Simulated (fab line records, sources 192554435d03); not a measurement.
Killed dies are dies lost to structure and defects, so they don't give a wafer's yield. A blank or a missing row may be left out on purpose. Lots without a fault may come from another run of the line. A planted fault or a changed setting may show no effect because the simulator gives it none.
Which tool did it? | flow n5_finfet | 8 lots, 24 wafers sampled, at 4 steps of a route of 1938

WHAT THE GAUGES READ, wafer by wafer
N5_SD_EPI_N_CD_MEAS_09: target cd 120 nm.
lot  | measured    | on        | cd_nm (nm)
L424 | day 4 01:52 | cd_sem-01 | 118.9 120.0 120.0
L426 | day 4 11:38 | cd_sem-01 | 119.4 120.0 119.4
L429 | day 5 08:30 | cd_sem-03 | 120.6 121.2 120.2
L435 | day 6 18:16 | cd_sem-03 | 108.0 109.0 109.2
L436 | day 7 05:21 | cd_sem-02 | 110.8 111.0 110.7
L437 | day 7 05:31 | cd_sem-01 | 120.3 119.6 120.7
L440 | day 7 23:16 | cd_sem-03 | 119.4 120.4 119.9
L441 | day 8 08:10 | cd_sem-01 | 119.9 119.6 120.2

WHICH TOOL RAN EACH LOT (tool, then ch and the chambers of the sampled wafers, then the start)
lot  | N5_DUMMY_GATE_STRIP_41            | N5_DUMMY_GATE_ETCH_32           | N5_SD_EPI_N_PEB_07
L424 | rie_diel-03 ch 1,2,3, day 4 00:19 | rie_si-06 ch 0,1,3, day 4 00:31 | litho_track-01 ch 0, day 4 01:48
L426 | rie_diel-03 ch 0,2,3, day 4 09:47 | rie_si-06 ch 1,3, day 4 10:00   | litho_track-03 ch 0, day 4 11:34
L429 | rie_diel-02 ch 0,3, day 5 05:20   | rie_si-05 ch 0,1,3, day 5 05:32 | litho_track-03 ch 0, day 5 08:26
L435 | rie_diel-02 ch 2,3, day 6 16:29   | rie_si-02 ch 0,2,3, day 6 16:41 | litho_track-03 ch 0, day 6 18:12
L436 | rie_diel-04 ch 0,1,2, day 7 01:59 | rie_si-05 ch 2,3, day 7 02:11   | litho_track-03 ch 0, day 7 05:17
L437 | rie_diel-04 ch 0,1, day 7 03:43   | rie_si-02 ch 0,2,3, day 7 03:55 | litho_track-04 ch 0, day 7 05:27
L440 | rie_diel-04 ch 1,2, day 7 21:34   | rie_si-06 ch 1,2, day 7 21:46   | litho_track-01 ch 0, day 7 23:11
L441 | rie_diel-03 ch 0,3, day 8 06:24   | rie_si-02 ch 0,1,2, day 8 06:36 | litho_track-01 ch 0, day 8 08:05
- N5_DUMMY_GATE_STRIP_41: strips in O2.
- N5_DUMMY_GATE_ETCH_32: etches SiO2 in CF4, target depth 3.5 nm, time 3.9 s.
- N5_SD_EPI_N_PEB_07: peb time 60 s.

THE ANSWER, worked out from the rows above alone
Rule: what is usual is taken from the lots themselves. Put in order of their means at a reading, lots are off if they are a third of the lots or fewer, leave a main group of 4 or more, and stand apart from it by a gap of 3 or more times the standard deviation of the main group's means; of several such gaps the widest counts. A main group whose means are all the same, to the digits that the tables above print for the reading, isn't used. A lot without any number at a reading at which 4 lots or more have one is off too. The other lots that the step has rows for count as sound.
Off: L435, L436, at N5_SD_EPI_N_CD_MEAS_09 (cd_nm). The main group: mean 120.0 nm, standard deviation 0.36.
A tool fits if, at a process step before that reading, it ran every lot that is off, and no sound lot after the first of them. The gauges at N5_SD_EPI_N_CD_MEAS_09 are tried like those tools. One fits: litho_track-03 at N5_SD_EPI_N_PEB_07. Its last sound lot is L429 (day 5 08:26), its first lot that is off L435 (day 6 18:12): a fault that began between those two fits.

WHAT THE SIMULATOR HAD PUT IN
Process parameter drift: litho_track-03, from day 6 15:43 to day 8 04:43, at N5_SD_EPI_N_PEB_07. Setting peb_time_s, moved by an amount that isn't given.
Lots struck among those shown: L435, L436. The rule above found the same.
